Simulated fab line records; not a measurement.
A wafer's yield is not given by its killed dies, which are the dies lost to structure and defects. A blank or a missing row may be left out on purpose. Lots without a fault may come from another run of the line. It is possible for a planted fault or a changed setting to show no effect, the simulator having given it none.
Chamber matching    flow nand-harc    NHARC_A_STAIRCASE_ETCH_271 on rie-diel-11: 4 sister chambers
The step etches the open film in CF4/CHF3. 16 wafers are shown with their chamber, then 8 later ones without.

WAFERS PAIRED WITH THEIR CHAMBERS
wafer   chamber  drypump-motor-current-A (A)  showerhead-plenum-p-Torr (Torr)  rf-vpp-V (V)
L254.2  1        5.4                          1.61                             371.2
L254.4  0        5.3                          1.67                             374.2
L254.6  2        6.0                          1.46                             367.4
L255.2  3        6.3                          1.50                             368.6
L255.4  2        6.1                          1.46                             367.3
L255.6  1        5.4                          1.61                             371.6
L263.2  3        6.2                          1.49                             367.7
L263.4  1        5.4                          1.61                             372.4
L263.5  3        6.2                          1.49                             367.8
L268.1  2        6.0                          1.70                             375.3
L268.3  0        5.4                          1.66                             374.2
L268.5  3        6.2                          1.49                             366.9
L269.2  1        5.4                          1.60                             372.7
L269.4  2        6.0                          1.69                             373.9
L269.6  0        5.4                          1.66                             373.0
L271.2  1        5.4                          1.60                             371.5

SIGNATURES (means of the wafers above)
reading                   chamber 0  chamber 1  chamber 2  chamber 3  scatter within a chamber
drypump-motor-current-A   5.367      5.400      6.025      6.225      0.0425
showerhead-plenum-p-Torr  1.6633     1.6060     1.5775     1.4925     0.068
rf-vpp-V                  373.800    371.880    370.975    367.750    2.19
Rule: for a wafer and a chamber, the distance is found by dividing, reading by reading, the gap between the wafer's reading and the chamber's mean by the reading's scatter, squaring, summing and taking the root. The wafer belongs to the nearest chamber; if the next one is less than 2 further off, it can't be placed. How the scatter is found: for the shown wafers, subtract from each reading the mean of its chamber, square and add these, divide the total by (wafers less chambers), then take the root.

WAFERS WHOSE CHAMBER IS MISSING
wafer   drypump-motor-current-A (A)  showerhead-plenum-p-Torr (Torr)  rf-vpp-V (V)
L271.5  5.3                          1.66                             372.4
L271.6  6.2                          1.49                             367.2
L273.3  5.4                          1.60                             369.8
L273.4  6.0                          1.69                             375.9
L273.5  6.0                          1.69                             374.5
L277.3  6.2                          1.48                             367.9
L277.4  5.4                          1.60                             371.7
L277.6  6.2                          1.48                             367.3

CHAMBER TAKEN BY EACH
wafer   from the rows above      in truth
L271.5  can't be placed: 0 or 1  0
L271.6  3                        3
L273.3  can't be placed: 1 or 0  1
L273.4  2                        2
L273.5  2                        2
L277.3  3                        3
L277.4  can't be placed: 1 or 0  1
L277.6  3                        3
Placed correctly: 5 of 8. Cannot be placed on the basis of these rows: 3; the candidates contain the true chamber in 3. Number placed wrongly: 0.
